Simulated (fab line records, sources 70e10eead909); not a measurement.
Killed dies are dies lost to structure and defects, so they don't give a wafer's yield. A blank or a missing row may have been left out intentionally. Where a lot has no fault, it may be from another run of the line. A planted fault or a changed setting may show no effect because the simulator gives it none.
fab line records -- flow nand-harc
[record] lots = 6, wafers = 18, last-day = 32
route steps=1302 shown P_START@1 P_ZERO_WELL@2 P_STI@85 END@1302
lots that met no fault: from a run of the same line without faults
start-h: the number of hours between the record's first day and the start of the first shown wafer of the lot -- wait-h: hours elapsed since this lot's preceding step -- " as in the row above -- L1.1+2: a single row standing in for several wafers -- - no value, or no start given -- * or withheld: withheld -- < > ~ a bound
route shown NAME@n: names a module that has steps shown in the file, with the first one's number in the route -- usual: average and standard deviation across the fault-free wafers -- same: alike in all rows -- chamber/n: place in a boat -- sites: readings site by site -- _std_site: the standard deviation of these -- _edge_site: the outer-site mean with the inner-site mean subtracted -- radius-mm: how far each site lies from the wafer's centre -- mask NAME#n: copy n -- behind: the last tool/chamber to shape the wafer -- hold: reason for holding the lot/hours on hold/outcome of the hold -- device: transistor that didn't switch, given as n, p or np -- end of line: tests run on the same wafers once the route is complete -- where a step has no rows: the recipe by itself -- killed: at the first sort, the dies lost to defects and structure; wafer yield is something else -- map: a wafer's dies, x killed, . not, _ none there
set.NAME: the setting that was run; set.NAME@STEP: the one run at that earlier step -- model.NAME: the simulator's own value behind a step, which no gauge read
a table for each step, a row for each wafer; lots at some steps of the route
services: when a tool's chamber went out of use (start-h, in hours from the record's first day, below 0 if earlier), for how many hours, and the reason
[[steps]]
[step NHARC_P_START_INSPECT_01]
[usual] raw-defect-count = 3.4/1.9
lot.wafer,tool,chamber,start-h,wait-h,raw-defect-count
L883.3,defect-inspect-01,-,50.04,-,3
L883.5,defect-inspect-01,-,50.04,-,9
L883.6,defect-inspect-01,-,50.04,-,1
L888.3,defect-inspect-01,-,100.04,-,3
L888.5,defect-inspect-01,-,100.04,-,1
L888.6,defect-inspect-01,-,100.04,-,6
L890.1,defect-inspect-02,-,120.04,-,4
L890.5,defect-inspect-02,-,120.04,-,7
L890.6,defect-inspect-02,-,120.04,-,6
L893.1,defect-inspect-01,-,150.04,-,5
L893.3,defect-inspect-01,-,150.04,-,1
L893.5,defect-inspect-01,-,150.04,-,4
L898.2,defect-inspect-01,-,200.04,-,5
L898.3,defect-inspect-01,-,200.04,-,4
L898.4,defect-inspect-01,-,200.04,-,2
L901.1,defect-inspect-01,-,230.04,-,3
L901.4,defect-inspect-01,-,230.04,-,1
L901.5,defect-inspect-01,-,230.04,-,4
[step NHARC_P_ZERO_WELL_PRECLEAN_00]
[recipe] time-s = 600, temp-c = 120, chemistry = SPM
[step NHARC_P_ZERO_WELL_SRD_01]
[step NHARC_P_ZERO_WELL_PECVD_02]
[recipe] target-thk-a = 100, temp-c = 400, pressure-torr = 6.5, rf-w = withheld, teos-flow-sccm = withheld, flow-sccm = 2650, target-thk-nm = 10, gas = O2, material = SiO2
lot.wafer,tool,chamber,start-h,wait-h
L883.3+5+6,pecvd-04,"1,0,2",50.48,-
L888.3+5+6,pecvd-03,"2,0,1",100.52,-
L890.1+5+6,pecvd-03,"2,1,2",120.48,-
L893.3+1+5,pecvd-01,"2,1,2",150.45,-
L898.3+2+4,pecvd-03,"2,1,1",200.44,-
L901.1+4+5,pecvd-04,"1,0,1",230.49,-
[step NHARC_P_ZERO_WELL_DEHYDRATE_03]
[recipe] temp-c = 150, time-s = 120
[step NHARC_P_ZERO_WELL_HMDS_04]
[recipe] time-s = 30
[step NHARC_P_ZERO_WELL_COAT_64]
[recipe] temp-c = 200, time-s = 65
[step NHARC_P_ZERO_WELL_COAT_05]
[recipe] spin-rpm = 2000, resist-thk-nm = 600
[step NHARC_P_ZERO_WELL_SOFTBAKE_06]
[recipe] temp-c = 125, time-s = 70
[step NHARC_P_ZERO_WELL_EBR_07]
[step NHARC_P_ZERO_WELL_EXPOSE_08]
[recipe] na = 0.55, target-cd-nm = 500, dose-mj = 33.8, mask-id = P_ZERO
[step NHARC_P_ZERO_WELL_PEB_09]
[recipe] peb-temp-c = 128, peb-time-s = 80
[step NHARC_P_ZERO_WELL_DEVELOP_10]
[recipe] time-s = 50, dev-temp-c = 22
[step NHARC_P_ZERO_WELL_CD_MEAS_11]
[recipe] target-cd-nm = 500, landing-energy-ev = 500
[usual] cd-nm = 500/3.3
lot.wafer,tool,chamber,start-h,wait-h,cd-nm
L883.3,cd-sem-03,0,51.15,-,503
L883.5,cd-sem-03,0,51.15,-,497
L883.6,cd-sem-03,0,51.15,-,497
L888.3,cd-sem-03,0,101.24,-,497
L888.5,cd-sem-03,0,101.24,-,498
L888.6,cd-sem-03,0,101.24,-,502
L890.1,cd-sem-02,0,121.24,-,498
L890.5,cd-sem-02,0,121.24,-,500
L890.6,cd-sem-02,0,121.24,-,499
L893.1,cd-sem-03,0,151.24,-,501
L893.3,cd-sem-03,0,151.24,-,500
L893.5,cd-sem-03,0,151.24,-,500
L898.2,cd-sem-03,0,201.23,-,502
L898.3,cd-sem-03,0,201.23,-,500
L898.4,cd-sem-03,0,201.23,-,503
L901.1,cd-sem-03,0,231.25,-,498
L901.4,cd-sem-03,0,231.25,-,498
L901.5,cd-sem-03,0,231.25,-,496
[step NHARC_P_ZERO_WELL_HARDBAKE_12]
[recipe] temp-c = 118, time-s = 65
[step NHARC_P_ZERO_WELL_DESCUM_13]
[recipe] time-s = 3, o2-flow-sccm = 200, ar-flow-sccm = 0, bias-power-w = 0, chemistry = O2
[usual] chamber-pressure-mTorr = 60.02/0.22, drypump-motor-current-A = 5.7/0.38, oes-product-au = 0.997/0.012, rf-vpp-V = 57.9/0.92, showerhead-plenum-p-Torr = 1.95/0.099, throttle-valve-pct = 11.311/0.0096
[same] bias-power-w = 0, time-s = 3
lot.wafer,tool,chamber,start-h,wait-h,chamber-pressure-mTorr,drypump-motor-current-A,oes-product-au,rf-hours-counter-h,rf-vpp-V,showerhead-plenum-p-Torr,throttle-valve-pct
L883.3,rie-diel-02,1,51.32,-,60.12,5.4,1.019,0,59.0,1.99,11.301
L883.6,rie-diel-02,2,51.32,-,59.97,6.0,0.995,-,57.7,1.85,11.319
L883.5,rie-diel-02,3,51.32,-,60.03,5.3,0.970,-,58.7,2.08,11.303
L888.3,rie-diel-02,3,101.42,-,60.06,5.2,0.992,22,56.2,2.07,11.316
L888.6,rie-diel-02,0,101.42,-,60.08,5.6,0.996,-,57.0,1.83,11.324
L888.5,rie-diel-02,2,101.42,-,59.97,6.0,0.987,-,57.3,1.85,11.294
L890.1,rie-diel-02,2,121.42,-,62.63,5.9,1.000,24,58.5,1.84,11.304
L890.5,rie-diel-02,3,121.42,-,60.02,5.3,0.994,-,59.0,2.07,11.323
L890.6,rie-diel-02,0,121.42,-,60.00,5.6,0.990,-,57.3,1.83,11.307
L893.1,rie-diel-13,3,151.41,-,59.96,5.2,1.018,51,58.7,2.02,11.310
L893.3,rie-diel-13,0,151.41,-,60.05,6.3,1.007,57,56.7,1.81,11.309
L893.5,rie-diel-13,2,151.41,-,60.00,5.5,0.982,-,57.4,2.06,11.303
L898.2,rie-diel-01,1,201.44,-,60.07,5.7,0.976,56,58.5,1.96,11.307
L898.4,rie-diel-01,2,201.44,-,59.98,5.7,1.006,46,55.4,1.87,11.329
L898.3,rie-diel-01,3,201.44,-,59.98,5.2,0.983,51,57.9,1.98,11.316
L901.1,rie-diel-13,3,231.41,-,60.05,5.2,0.997,22,58.2,2.01,11.329
L901.4,rie-diel-13,1,231.41,-,59.97,6.1,1.013,18,58.1,2.05,11.305
L901.5,rie-diel-13,0,231.41,-,59.97,6.3,0.996,-,58.2,1.80,11.307
[step NHARC_P_ZERO_WELL_ETCH_65]
[recipe] target-depth-a = 800, overetch-a = 240, time-s = 87.88, ion-energy-ev = 200, n2-flow-sccm = 150, h2-flow-sccm = 150, ar-flow-sccm = 0, rf-w = 400, bias-w = 150, chemistry = N2/H2
[usual] chamber-pressure-mTorr = 29.997/0.025, drypump-motor-current-A = 5.6/0.38, oes-product-au = 0.998/0.012, rf-fwd-power-W = 396.8/1.5, rf-vpp-V = 432/3, showerhead-plenum-p-Torr = 2.08/0.11, throttle-valve-pct = 14.170/0.0091
[same] time-s = 87.88
lot.wafer,tool,chamber,start-h,wait-h,chamber-pressure-mTorr,drypump-motor-current-A,oes-product-au,rf-fwd-power-W,rf-hours-counter-h,rf-vpp-V,showerhead-plenum-p-Torr,throttle-valve-pct
L883.3,rie-diel-02,1,51.38,0.1,30.058,5.3,1.016,395.6,0,433,2.13,14.185
L883.5,rie-diel-02,1,51.38,0.1,29.979,5.4,1.007,393.6,-,433,2.13,14.179
L883.6,rie-diel-02,2,51.38,0.1,29.958,5.9,0.992,395.3,-,428,1.97,14.156
L888.3,rie-diel-02,0,101.52,0.1,29.985,5.6,1.004,396.2,20,429,1.95,14.160
L888.5,rie-diel-02,2,101.52,0.1,29.997,6.0,0.988,395.4,-,429,1.97,14.158
L888.6,rie-diel-02,0,101.52,0.1,29.987,5.6,0.994,396.0,-,428,1.95,14.169
L890.1,rie-diel-02,3,121.49,0.1,30.008,5.2,0.989,397.2,27,435,2.21,14.180
L890.5,rie-diel-02,1,121.49,0.1,29.995,5.3,1.007,396.6,-,433,2.12,14.175
L890.6,rie-diel-02,2,121.49,0.1,29.963,6.0,0.993,397.6,-,429,1.96,14.163
L893.3,rie-diel-13,0,151.49,0.1,29.999,6.3,1.014,397.7,57,428,1.93,14.170
L893.1,rie-diel-13,1,151.49,0.1,30.027,6.1,0.996,397.6,47,436,2.20,14.172
L893.5,rie-diel-13,3,151.49,0.1,30.006,5.2,1.025,397.9,-,434,2.16,14.165
L898.4,rie-diel-01,1,201.52,0.1,29.990,5.7,0.986,396.8,56,433,2.09,14.167
L898.2,rie-diel-01,2,201.52,0.1,30.011,5.7,0.995,397.9,46,428,1.99,14.169
L898.3,rie-diel-01,3,201.52,0.1,30.030,5.1,0.982,398.5,51,433,2.12,14.167
L901.4,rie-diel-13,3,231.51,0.1,29.973,5.2,0.996,396.1,22,432,2.15,14.186
L901.1,rie-diel-13,0,231.51,0.1,30.000,6.3,0.993,398.9,23,427,1.92,14.185
L901.5,rie-diel-13,2,231.51,0.1,30.000,5.5,0.993,395.0,-,435,2.19,14.174
[step NHARC_P_ZERO_WELL_ETCH_62]
[recipe] target-depth-a = 130, time-s = 6.5, chf3-flow-sccm = 50, ar-flow-sccm = 200, rf-w = 500, bias-w = 200, chemistry = CHF3/Ar
[usual] chamber-pressure-mTorr = 24.998/0.023, drypump-motor-current-A = 5.7/0.39, oes-product-au = 0.958/0.018, rf-fwd-power-W = 488.4/2.1, rf-vpp-V = 371.4/2.8, showerhead-plenum-p-Torr = 2.38/0.12, throttle-valve-pct = 20.216/0.009
[same] time-s = 6.5
lot.wafer,tool,chamber,start-h,wait-h,chamber-pressure-mTorr,drypump-motor-current-A,oes-product-au,rf-fwd-power-W,rf-hours-counter-h,rf-vpp-V,showerhead-plenum-p-Torr,throttle-valve-pct
L883.3,rie-diel-02,2,-,-,25.025,6.0,0.940,489.9,0,370.1,2.27,20.228
L883.5,rie-diel-02,2,-,-,24.987,5.9,0.937,487.1,-,367.2,2.27,20.218
L883.6,rie-diel-02,3,-,-,25.014,5.2,0.936,485.6,-,373.6,2.54,20.223
L888.3,rie-diel-02,3,-,-,24.991,5.3,0.948,492.3,22,374.7,2.53,20.224
L888.5,rie-diel-02,0,-,-,24.996,5.6,0.963,494.0,-,368.4,2.25,20.213
L888.6,rie-diel-02,2,-,-,24.980,5.9,0.944,483.7,-,368.9,2.26,20.208
L890.1,rie-diel-02,0,-,-,25.009,5.7,0.955,491.8,26,369.6,2.24,20.213
L890.6,rie-diel-02,1,-,-,25.018,5.3,0.983,489.2,-,374.1,2.43,20.210
L890.5,rie-diel-02,2,-,-,25.012,6.0,0.959,487.3,-,368.6,2.26,20.215
L893.3,rie-diel-13,3,-,-,24.976,5.2,0.998,488.3,51,372.7,2.47,20.212
L893.1,rie-diel-13,0,-,-,24.988,6.3,0.990,486.3,57,367.8,2.22,20.224
L893.5,rie-diel-13,0,-,-,24.964,6.3,0.992,486.9,-,366.4,2.23,20.217
L898.4,rie-diel-01,0,-,-,24.967,6.1,0.970,486.8,54,368.9,2.27,20.216
L898.2,rie-diel-01,2,-,-,25.027,5.7,0.976,489.4,46,370.3,2.29,20.214
L898.3,rie-diel-01,3,-,-,24.975,5.1,0.944,486.3,52,373.3,2.43,20.236
L901.1,rie-diel-13,1,-,-,25.015,6.1,0.985,490.2,18,373.6,2.51,20.217
L901.4,rie-diel-13,2,-,-,24.988,5.5,0.974,485.2,24,374.8,2.50,20.218
L901.5,rie-diel-13,1,-,-,25.018,6.1,0.979,492.7,-,374.6,2.51,20.225
[step NHARC_P_ZERO_WELL_ETCH_63]
[recipe] target-depth-a = 1200, time-s = 40.1, hbr-flow-sccm = 150, cl2-flow-sccm = 50, rf-w = 400, icp-w = 400, bias-w = 100, chemistry = HBr/Cl2
[usual] chamber-pressure-mTorr = 14.999/0.015, drypump-motor-current-A = 5.8/0.48, oes-product-au = 1.002/0.012, rf-fwd-power-W = 395.4/2.2, throttle-valve-pct = 26.408/0.0097
[same] time-s = 40.1
lot.wafer,tool,chamber,start-h,wait-h,chamber-pressure-mTorr,drypump-motor-current-A,oes-product-au,rf-fwd-power-W,rf-hours-counter-h,throttle-valve-pct
L883.3,rie-si-01,1,51.57,-,14.986,6.2,0.983,394.9,0.2,26.416
L883.5,rie-si-01,0,51.57,-,14.995,5.8,0.994,397.0,-,26.396
L883.6,rie-si-01,1,51.57,-,15.016,6.1,0.989,394.5,-,26.426
L888.3,rie-si-05,0,101.72,-,14.990,6.0,1.017,392.4,0.9,26.415
L888.6,rie-si-05,2,101.72,-,15.015,5.3,1.021,393.8,-,26.394
L888.5,rie-si-05,3,101.72,-,14.992,5.5,1.025,396.3,-,26.408
L890.1,rie-si-05,1,121.69,-,14.997,5.8,0.999,394.3,0.9,26.423
L890.5,rie-si-05,2,121.69,-,15.003,5.3,0.997,394.1,-,26.423
L890.6,rie-si-05,3,121.69,-,15.018,5.5,1.020,396.6,-,26.407
L893.1,rie-si-01,0,151.70,-,14.987,5.8,0.990,395.9,0.9,26.405
L893.3,rie-si-01,1,151.70,-,14.993,6.2,0.995,391.1,0.8,26.408
L893.5,rie-si-01,2,151.70,-,15.008,5.7,1.005,392.2,-,26.428
L898.4,rie-si-03,0,201.71,-,14.993,6.8,0.985,398.4,0.8,26.410
L898.2,rie-si-03,1,201.71,-,15.013,6.1,0.993,395.4,1.0,26.415
L898.3,rie-si-03,2,201.71,-,15.014,4.9,0.999,396.0,1.0,26.403
L901.1,rie-si-03,2,231.69,-,14.991,5.0,0.984,395.6,0.0,26.417
L901.4,rie-si-03,3,231.69,-,15.003,5.8,1.012,398.1,0.0,26.386
L901.5,rie-si-03,0,231.69,-,14.992,6.8,0.980,400.0,-,26.408
[step NHARC_P_ZERO_WELL_STRIP_15]
[recipe] time-s = 900, temp-c = 130, chemistry = SPM
[step NHARC_P_ZERO_WELL_DEHYDRATE_16]
[recipe] temp-c = 150, time-s = 120
[step NHARC_P_ZERO_WELL_HMDS_17]
[recipe] time-s = 30
[step NHARC_P_ZERO_WELL_COAT_18]
[recipe] spin-rpm = withheld
[step NHARC_P_ZERO_WELL_SOFTBAKE_19]
[recipe] temp-c = 122, time-s = 95
[step NHARC_P_ZERO_WELL_EBR_20]
[step NHARC_P_ZERO_WELL_EXPOSE_21]
[recipe] na = 0.6, target-cd-nm = 720, dose-mj = 22.31, mask-id = P_NWELL
[step NHARC_P_ZERO_WELL_PEB_22]
[recipe] peb-temp-c = 118, peb-time-s = 85
[step NHARC_P_ZERO_WELL_DEVELOP_23]
[recipe] time-s = 70
[step NHARC_P_ZERO_WELL_CD_MEAS_24]
[recipe] target-cd-nm = 720, landing-energy-ev = 500
[usual] cd-nm = 721.4/2
lot.wafer,tool,chamber,start-h,wait-h,cd-nm
L883.3,cd-sem-03,0,52.49,-,718.4
L883.5,cd-sem-03,0,52.49,-,720.3
L883.6,cd-sem-03,0,52.49,-,718.7
L888.3,cd-sem-02,0,102.63,-,720.8
L888.5,cd-sem-02,0,102.63,-,719.5
L888.6,cd-sem-02,0,102.63,-,723.6
L890.1,cd-sem-03,0,122.63,-,720.4
L890.5,cd-sem-03,0,122.63,-,721.5
L890.6,cd-sem-03,0,122.63,-,719.4
L893.1,cd-sem-03,0,152.60,-,719.0
L893.3,cd-sem-03,0,152.60,-,719.5
L893.5,cd-sem-03,0,152.60,-,718.6
L898.2,cd-sem-03,0,202.50,-,722.1
L898.3,cd-sem-03,0,202.50,-,723.9
L898.4,cd-sem-03,0,202.50,-,724.9
L901.1,cd-sem-03,0,232.47,-,720.5
L901.4,cd-sem-03,0,232.47,-,720.8
L901.5,cd-sem-03,0,232.47,-,722.0
[step NHARC_P_ZERO_WELL_HARDBAKE_25]
[recipe] temp-c = 125, time-s = 80
[step NHARC_P_ZERO_WELL_DESCUM_26]
[recipe] time-s = 3, o2-flow-sccm = 200, ar-flow-sccm = 0, bias-power-w = 0, chemistry = O2
[usual] chamber-pressure-mTorr = 60.00/0.05, drypump-motor-current-A = 5.7/0.41, oes-product-au = 0.997/0.012, rf-vpp-V = 57.8/0.88, showerhead-plenum-p-Torr = 1.94/0.094, throttle-valve-pct = 11.310/0.0086
[same] bias-power-w = 0, time-s = 3
lot.wafer,tool,chamber,start-h,wait-h,chamber-pressure-mTorr,drypump-motor-current-A,oes-product-au,rf-hours-counter-h,rf-vpp-V,showerhead-plenum-p-Torr,throttle-valve-pct
L883.3,rie-diel-13,1,52.67,-,60.04,6.1,0.987,21,59.3,2.07,11.305
L883.5,rie-diel-13,3,52.67,-,60.05,5.2,1.010,-,58.5,2.03,11.305
L883.6,rie-diel-13,0,52.67,-,60.01,6.3,1.004,-,58.4,1.82,11.315
L888.3,rie-diel-02,0,102.82,-,59.99,5.6,0.996,21,55.8,1.83,11.307
L888.6,rie-diel-02,2,102.82,-,60.08,5.9,0.983,-,55.7,1.85,11.329
L888.5,rie-diel-02,3,102.82,-,59.80,5.3,0.989,-,57.6,2.07,11.321
L890.1,rie-diel-02,3,122.83,-,59.93,5.2,0.995,27,59.3,2.07,11.308
L890.5,rie-diel-02,0,122.83,-,59.96,5.6,0.986,-,58.0,1.83,11.309
L890.6,rie-diel-02,1,122.83,-,60.00,5.3,1.006,-,60.0,1.99,11.304
L893.1,rie-diel-01,1,152.78,-,59.97,5.7,0.988,41,56.8,1.96,11.313
L893.3,rie-diel-01,3,152.78,-,60.00,5.2,0.973,38,58.0,1.99,11.318
L893.5,rie-diel-01,1,152.78,-,59.95,5.6,0.986,-,58.8,1.96,11.304
L898.4,rie-diel-01,0,202.65,-,59.93,6.2,1.010,55,57.2,1.85,11.314
L898.3,rie-diel-01,1,202.65,-,60.03,5.6,0.998,56,57.6,1.96,11.308
L898.2,rie-diel-01,2,202.65,-,60.04,5.7,1.002,47,58.2,1.87,11.318
L901.1,rie-diel-02,1,232.63,-,59.98,5.3,1.020,3,58.0,1.98,11.309
L901.4,rie-diel-02,0,232.63,-,59.98,5.6,0.992,2,57.8,1.82,11.299
L901.5,rie-diel-02,1,232.63,-,59.98,5.3,1.012,-,58.0,1.98,11.317
[step NHARC_P_ZERO_WELL_IMPLANT_27]
[recipe] energy-kev = 600, dose-cm2 = 1e+13, tilt-deg = 7
[step NHARC_P_ZERO_WELL_IMPLANT_57]
[recipe] energy-kev = 250, dose-cm2 = 4e+12, tilt-deg = 7
[step NHARC_P_ZERO_WELL_INSPECT_43]
[usual] raw-defect-count = 13/6.1
lot.wafer,tool,chamber,start-h,wait-h,raw-defect-count
L883.3,defect-inspect-02,-,57.58,0.4,27
L883.5,defect-inspect-02,-,57.58,0.4,20
L883.6,defect-inspect-02,-,57.58,0.4,7
L888.3,defect-inspect-01,-,107.80,0.4,585
L888.5,defect-inspect-01,-,107.80,0.4,6
L888.6,defect-inspect-01,-,107.80,0.4,7
L890.1,defect-inspect-02,-,128.10,0.6,568
L890.5,defect-inspect-02,-,128.10,0.6,13
L890.6,defect-inspect-02,-,128.10,0.6,581
L893.1,defect-inspect-01,-,157.49,0.6,9
L893.3,defect-inspect-01,-,157.49,0.6,6
L893.5,defect-inspect-01,-,157.49,0.6,9
L898.2,defect-inspect-01,-,207.63,0.5,26
L898.3,defect-inspect-01,-,207.63,0.5,18
L898.4,defect-inspect-01,-,207.63,0.5,26
L901.1,defect-inspect-02,-,237.44,0.6,19
L901.4,defect-inspect-02,-,237.44,0.6,6
L901.5,defect-inspect-02,-,237.44,0.6,12
[step NHARC_P_STI_INSPECT_11]
[usual] raw-defect-count = 6/3.4
lot.wafer,tool,chamber,start-h,wait-h,raw-defect-count
L883.3,defect-inspect-02,-,73.14,0.0,7
L883.5,defect-inspect-02,-,73.14,0.0,9
L883.6,defect-inspect-02,-,73.14,0.0,9
L888.3,defect-inspect-01,-,124.19,0.0,576
L888.5,defect-inspect-01,-,124.19,0.0,5
L888.6,defect-inspect-01,-,124.19,0.0,2
L890.1,defect-inspect-02,-,143.28,0.0,573
L890.5,defect-inspect-02,-,143.28,0.0,9
L890.6,defect-inspect-02,-,143.28,0.0,565
L893.1,defect-inspect-01,-,173.19,0.0,2
L893.3,defect-inspect-01,-,173.19,0.0,6
L893.5,defect-inspect-01,-,173.19,0.0,10
L898.2,defect-inspect-02,-,225.70,0.0,12
L898.3,defect-inspect-02,-,225.70,0.0,9
L898.4,defect-inspect-02,-,225.70,0.0,11
L901.1,defect-inspect-02,-,254.31,0.0,4
L901.4,defect-inspect-02,-,254.31,0.0,10
L901.5,defect-inspect-02,-,254.31,0.0,4
[step NHARC_END_SORT_01]
[recipe] temp-c = 25
[usual] killed-at-array = 58/19, killed-at-other = 1.1/1.2, killed-at-periphery = 3.8/2.4, killed-dies = 63/18, killed-open = 3.3/1.8, killed-short = 2.2/1.6
[same] gross-dies = 677
lot.wafer,tool,chamber,start-h,wait-h,killed-at-array,killed-at-other,killed-at-periphery,killed-dies,killed-open,killed-short
L888.3,prober-02,0,651.77,3.1,51,4,88,143,3,1
L890.1,prober-02,0,666.38,2.5,65,0,87,152,1,2
L890.5,prober-02,0,669.61,3.7,67,0,2,69,3,0
L890.6,prober-02,0,670.42,4.0,50,2,84,136,5,0
L893.1,prober-02,0,696.30,2.5,36,4,6,46,9,1
L893.3,prober-02,0,697.90,3.1,44,1,5,50,6,1
L893.5,prober-02,0,699.50,3.7,39,1,3,43,3,0
// killed by level:class
L888.3 P_ZERO_WELL:unspecified=86 A_CHANNEL_HOLE_D1:chamber-film-flake=25 A_CHANNEL_HOLE_D2:chamber-film-flake=21 HYBRID_BOND:chamber-film-flake=2 P_CONTACT:geometric-particle:open=1 P_M0:geometric-particle:open=1 A_ONON_D1:geometric-particle:open=1 A_WL_FILL:geometric-particle:short=1
L890.1 P_ZERO_WELL:unspecified=85 A_CHANNEL_HOLE_D1:chamber-film-flake=33 A_CHANNEL_HOLE_D2:chamber-film-flake=20 A_ZERO_WELL:chamber-film-flake=2 A_SLIT:chamber-film-flake=2 A_STAIRCASE:chamber-film-flake=2 P_GATE:geometric-particle:short=1 A_ONON_D1:geometric-particle:open=1
L890.5 A_CHANNEL_HOLE_D1:chamber-film-flake=36 A_CHANNEL_HOLE_D2:chamber-film-flake=19 A_CONTACT:chamber-film-flake=6 P_GATE:geometric-particle:open=1 A_ONON_D1:geometric-particle:open=1 A_M0:geometric-particle:open=1 P_M0:chamber-film-flake=1 A_SLIT:chamber-film-flake=1
L890.6 P_ZERO_WELL:unspecified=83 A_CHANNEL_HOLE_D1:chamber-film-flake=26 A_CHANNEL_HOLE_D2:chamber-film-flake=12 A_BLC:chamber-film-flake=3 A_STAIRCASE:chamber-film-flake=2 THIN_TSV:chamber-film-flake=2 A_DECK1_JOINT:geometric-particle:open=1 A_ONON_D2:geometric-particle:open=1
L893.1 A_CHANNEL_HOLE_D1:chamber-film-flake=20 THIN_TSV:chamber-film-flake=4 A_WL_FILL:chamber-film-flake=3 P_GATE:chamber-film-flake=2 P_GATE:geometric-particle:open=1 P_M1:geometric-particle:open=1 A_DECK1_JOINT:geometric-particle:open=1 A_ONON_D2:geometric-particle:open=1
L893.3 A_CHANNEL_HOLE_D1:chamber-film-flake=30 A_M1:chamber-film-flake=3 P_CONTACT:geometric-particle:open=2 A_CHANNEL_HOLE_D2:chamber-film-flake=2 A_STAIRCASE:chamber-film-flake=2 P_M0:geometric-particle:open=1 P_M1:geometric-particle:open=1 A_CHANNEL_HOLE_D1:geometric-particle:short=1
L893.5 A_CHANNEL_HOLE_D1:chamber-film-flake=27 A_DECK1_JOINT:chamber-film-flake=3 A_SLIT:chamber-film-flake=2 A_WL_FILL:chamber-film-flake=2 A_CONTACT:chamber-film-flake=2 P_M0:geometric-particle:open=1 A_CHANNEL_FILL_D2:geometric-particle:open=1 A_SGD_CUT:geometric-particle:open=1
// map L888.3 (x killed, . not)
____________.____________
_________......._________
_______..........._______
______............x______
_____........x......_____
____.....x...x......x____
____.......x.x.....xx____
___x......xxx...xxxxxx___
___.......x.x.x...xxxx___
__...x.....x.x..x..xxx.__
__...........x..x..x.x.__
_........x..x.......xxx._
_..........x.........x.._
_..................x...._
_.........x.....xxxx.x.._
_...............x.x.x..._
..............xxxxx..xx..
.................xxxx....
..x...x......xxxxxxxxx...
..x..........xxxxxxxx.x..
x.............xxxxxxxx...
_...........x.xxxxxxxxx._
_.............xxxxxxxx.._
_..............xxxxxxx.._
_...............xxxxxx.._
_...............xxxx...._
__............x.xxxx...__
__x.............xx..x..__
___..............x..x.___
___............x......___
____.................____
____.................____
_____..............._____
______.........x...______
_______..........._______
_________......._________
____________.____________
// map L890.1 (x killed, . not)
____________.____________
_________......._________
_______......x...._______
______.......x.....______
_____.x...x...x.x..x_____
____.........x.x....x____
____.......x.xxx.xxx.____
___.......xx.xxx...xxx___
___..x...x.xxx..x.xxxx___
__..........xxx..xxxxx.__
__..............x..xxx.__
_..................xxxx._
_..................xxxx._
_.........x..x......x..._
_...................x..._
_.............x....xx..._
...............xxxx.x..x.
.............x.xxxxxx....
..............xxxxxxx....
..............xxxxxxxx...
.....x.........xxxxxxxx..
_....x.......xxxxxxxxx.._
_........x....xxxxxxx..._
_............xxxxxxxxxx._
_..............xxxxxxxx._
_..............xxxxxx..._
__....x........xxxxx...__
__...........xx..x.....__
___.................x.___
___....x..............___
____.................____
____.................____
_____..............._____
______.............______
_______..........._______
_________......._________
____________.____________
[[services]]
tool,chamber,start-h,hours,kind
rie-diel-01,-,26.88,9.0,pm
rie-diel-13,-,34.32,0.9,repair
rie-diel-02,-,39.72,9.0,pm
rie-si-03,-,44.00,9.0,pm
rie-diel-02,1,64.84,17.7,repair
rie-si-03,3,72.49,10.6,repair
rie-diel-13,2,76.87,8.1,repair
pecvd-04,-,88.25,13.0,pm
rie-diel-13,1,96.56,13.6,repair
rie-diel-02,1,97.13,10.4,repair
rie-diel-01,2,99.19,12.6,repair
pecvd-04,0,103.00,10.7,repair
rie-diel-13,3,111.55,14.8,repair
rie-diel-02,1,139.29,3.9,repair
pecvd-03,1,158.90,13.6,repair
rie-diel-13,-,165.01,9.0,pm
pecvd-03,-,177.07,1.3,repair
pecvd-03,-,185.00,13.0,pm
rie-diel-01,3,186.41,2.4,repair
rie-diel-02,0,191.14,11.7,repair
rie-diel-13,1,201.50,13.2,repair
rie-diel-01,-,203.90,9.0,pm
rie-diel-01,2,213.88,3.6,repair
rie-diel-02,-,216.72,9.0,pm
[[key]]
[first-sign] step = NHARC_P_ZERO_WELL_INSPECT_43, reading = raw-defect-count, direction = up, sigmas = 93, usual = 13, struck = 578
[effect] step = NHARC_P_STI_INSPECT_11, reading = raw-defect-count, direction = up, sigmas = 99+, usual = 6, struck = 571
[effect] step = NHARC_END_SORT_01, reading = killed-at-periphery, direction = up, sigmas = 34, usual = 3.8, struck = 86.3
[more-kills-born-at] NHARC_P_ZERO_WELL_PECVD_02@pecvd-03 = 254
met-at NHARC_P_ZERO_WELL_PECVD_02
struck-wafers L888.3,L890.1,L890.6
tester-left-out L888,L890
[fault] kind = chamber-particle-source, tool = pecvd-03, chamber = 2, onset-h = 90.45, steps = NHARC_P_ZERO_WELL_PECVD_02, rate-per-visit-cm2 = 0.90423, end-h = 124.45
// tester-left-out: of these lots the tester's yield and bins aren't shown, on N5 and GAA mostly nor the transistor test; their killed dies are dies lost to structure and defects alone, not to doping, threshold or leakage, so they don't give the yield
